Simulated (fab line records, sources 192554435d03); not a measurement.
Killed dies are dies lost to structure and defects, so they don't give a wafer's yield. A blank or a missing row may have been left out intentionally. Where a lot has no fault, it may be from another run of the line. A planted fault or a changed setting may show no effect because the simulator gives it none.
A struck lot beside a sound one ; flow n5 finfet ; 39 steps out of a route of 1938
Sound: the wafers L912.2, L912.5, L912.6. Wafers struck: L915.2, L915.4, L915.5. Last of all comes the cause.
At each step with rows: each side's tool, then ch and its chambers, then its first start. Under that, the readings that differ: sound wafers ; struck wafers ; difference of the means ; sigmas: that difference in standard deviations of wafers without a fault.
alike: words and numbers the same on both sides, and readings whose means are apart by under 2 such deviations; not compared: readings that were withheld, readings missing a value for some wafer, numbers with overlapping values and no deviation given by the record, and bounds like >300 which may hide the same value.
Wherever a step has rows on one side only, a row that says differs or no value, or a row with sigmas, the two part there. Non-overlapping numbers with no deviation appear without sigmas and do not part them. A reading that every wafer of one side lacks parts them only if that side has two wafers or more.

first, 11 steps without rows for these wafers: N5_HKMG_FIN_DESCUM_53 (chemistry O2, time 7.9 s); N5_HKMG_FIN_ETCH_54 (etches SiARC in CF4, target depth 45.5 nm, time 75.8 s); N5_HKMG_FIN_ETCH_55 (etches SOC in N2/H2, target depth 240 nm, time 300 s); N5_HKMG_FIN_STRIP_56 (strips in N2/H2); N5_HKMG_FIN_STRIP_57 (strips in CF4); N5_HKMG_FIN_ETCH_58 (etches SOC in N2/H2, target depth 215.8 nm, time 741 s); N5_HKMG_FIN_STRIP_93 (strips SOC in N2/H2, time 20 s); N5_HKMG_FIN_WET_ETCH_76 (etches Al2O3 in dNH4OH, stops on La2O3, target depth 2.25 nm, rinse time 30 s); N5_HKMG_FIN_STRIP_60 (strips in N2/H2, time 360 s); N5_HKMG_FIN_WET_ETCH_77 (etches La2O3 in dHCl, stops on HfO2, target depth 2 nm); N5_HKMG_FIN_WET_ETCH_78 (etches Al2O3 in dNH4OH, stops on La2O3, target depth 4.5 nm, rinse time 30 s).
N5_HKMG_FIN_ALD_79: deposits TiN, target thk 1.5 nm, pulse time 1 s, purge time 3 s.
  sound on ald metal-04 ch 0,2,3, day 5 13:06; struck on ald metal-04 ch 1,2,3, day 6 07:57
  no value came back on the struck wafers for any of 6 readings (ald cycles, chamber pressure Torr (Torr) and others); on the sound wafers ald cycles reads 68 68 68
  not compared: since wet clean h
then, 25 steps without rows for these wafers: N5_HKMG_FIN_CVD_62 (deposits a-Si from Si2H6, target thk 3 nm, time 20.8 s); N5_HKMG_FIN_RTA_80 (time 2 s); N5_HKMG_FIN_PRECLEAN_64 (cleans in dHF, time 30 s); N5_HKMG_FIN_WET_ETCH_65 (etches a-Si in TMAH, stops on TiN, time 49 s, target depth 3 nm); N5_HKMG_FIN_WET_ETCH_81 (etches TiN in SC1, stops on HfO2, time 57 s, target depth 6 nm); N5_HKMG_FIN_WET_ETCH_82 (etches La2O3 in dHCl, stops on HfO2, target depth 2 nm, rinse time 30 s); N5_HKMG_FIN_ALD_36 (deposits TiN, target thk 1 nm, pulse time 1 s, purge time 3 s); N5_HKMG_FIN_PWFM_ALD_03 (deposits TiN, target thk 2 nm, pulse time 1 s, purge time 3 s); N5_HKMG_FIN_COAT_29 (time 60 s, resist thk 300 nm); N5_HKMG_FIN_COAT_30 (time 60 s, resist thk 35 nm); N5_HKMG_FIN_COAT_06 (resist thk 90 nm); N5_HKMG_FIN_EBR_08; N5_HKMG_FIN_SOFTBAKE_07 (time 60 s); N5_HKMG_FIN_EXPOSE_09 (exposes mask NWFM); N5_HKMG_FIN_PEB_10 (peb time 60 s); N5_HKMG_FIN_DEVELOP_11 (develop time 30 s); N5_HKMG_FIN_DESCUM_17 (chemistry O2, time 7.9 s); N5_HKMG_FIN_ETCH_31 (etches SiARC in CF4, target depth 45.5 nm, time 75.8 s); N5_HKMG_FIN_ETCH_32 (etches SOC in N2/H2, target depth 240 nm, time 300 s); N5_HKMG_FIN_STRIP_33 (strips in N2/H2); N5_HKMG_FIN_STRIP_34 (strips in CF4); N5_HKMG_FIN_ETCH_35 (etches SOC in N2/H2, target depth 215.8 nm, time 243.4 s); N5_HKMG_FIN_STRIP_92 (strips SOC in N2/H2, time 20 s); N5_HKMG_FIN_WET_ETCH_18 (etches TiN in SC1, time 55 s, target depth 5.2 nm, rinse time 30 s); N5_HKMG_FIN_STRIP_19 (strips in N2/H2, time 360 s).
-- the record jumps here: 4 days lie between the struck wafers' starts before and after (it left off in module HKMG_FIN and takes up again in module BEOL_M4, whose first step shown is number 1111 of the route) --
N5_BEOL_M4_RC_MEAS_101:
  sound on prober-01 ch 0, day 9 07:37; struck on prober-02 ch 0, day 10 15:51
reading;sound;struck;difference;sigmas
EOT_N;10.65 10.46 10.43;10.02 10.04 10.00;-0.49;-7
EOT_P;10.61 10.63 10.43;10.04 10.03 9.92;-0.56;-7
IGATE_N (nA/um);0.0107 0.0127 0.0153;0.0647 0.0604 0.0634;+0.0499;+33
IGATE_P (nA/um);0.0031 0.0037 0.0044;0.0203 0.0188 0.0196;+0.0158;+35
IOFF_N (nA/um);0.155 0.149 0.146;0.045 0.040 0.045;-0.107;-5
IOFF_N_85C (nA/um);3.0 2.9 2.9;1.1 1.0 1.1;-1.9;-5
IOFF_N_LIN (nA/um);0.072 0.071 0.068;0.021 0.019 0.021;-0.050;-6
IOFF_N_LONG (nA/um);5.84e-05 5.87e-05 5.88e-05;3.06e-05 3.09e-05 3.04e-05;-2.80e-05;-11
IOFF_P (nA/um);0.218 0.199 0.194;0.006 0.005 0.007;-0.198;-8
IOFF_P_85C (nA/um);3.7 3.5 3.4;0.2 0.2 0.2;-3.3;-9
IOFF_P_LIN (nA/um);0.102 0.095 0.093;0.003 0.003 0.003;-0.094;-10
IOFF_P_LONG (nA/um);0.000111 0.000106 0.000107;4.2e-05 4.5e-05 4.4e-05;-6.4e-05;-8
ION_N (uA/um);670 679 670;590 587 578;-88;-10
ION_P (uA/um);463 465 464;301 294 297;-167;-28
SS_N (mV/dec);71.5 70.7 71.3;72.9 72.9 73.3;+1.9;+4
SS_P (mV/dec);73.2 72.7 72.7;76.4 76.4 77.7;+4.0;+7
VT_N (mV);250.4 250.7 251.9;289.3 285.7 291.8;+37.9;+14
VT_N_LONG (mV);271.7 271.1 272.8;310.9 311.3 313.4;+40.0;+21
VT_N_LVT (mV);97.6 96.0 97.2;139.5 141.6 140.2;+43.5;+16
VT_P (mV);-247.9 -249.7 -249.2;-355.3 -359.5 -359.6;-109.2;-40
VT_P_LONG (mV);-271.3 -274.4 -272.9;-380.6 -381.0 -380.4;-107.8;-37
VT_P_LVT (mV);-96.4 -98.3 -99.0;-208.5 -210.0 -205.3;-110.0;-58
  alike: DIBL_N, DIBL_P
-- the record jumps here: 4 days lie between the struck wafers' starts before and after (it left off in module BEOL_M4 and takes up again in module PASSIVATION, whose first step shown is number 1936 of the route) --
N5_PASSIVATION_PROBE_49:
  sound on prober-01, day 13 11:50; struck on prober-02, day 15 01:55
reading;sound;struck;difference;sigmas
defect limited yield (%);89.8 88.6 90.1;61.1 57.4 59.4;-30.2;-23
killed at front end;46 51 53;398 392 418;+353;+32
killed dies;120 135 117;459 503 479;+356;+22
killed on rim;16 10 10;15 118 125;+74;+21
sort_bin_5_function (%);6.3 7.4 5.2;35.8 38.5 37.6;+31.0;+34
sort_bin_8_speed (%);0 0 0;61.10 57.37 59.41;+59.29;
sort n pass;1060 1045 1063;0 0 0;-1056;-66
sort yield pct (%);89.8 88.6 90.1;0 0 0;-90;-69
  alike: killed_at_M0_to_M3, killed_at_M4_up, killed at contacts, killed at other, killed open, killed short, sort_bin_6_memory

== WHERE THEY PART ==
Last at N5_PASSIVATION_PROBE_49 as far as this record goes, first at N5_HKMG_FIN_ALD_79.

WHY: what the simulator had put in
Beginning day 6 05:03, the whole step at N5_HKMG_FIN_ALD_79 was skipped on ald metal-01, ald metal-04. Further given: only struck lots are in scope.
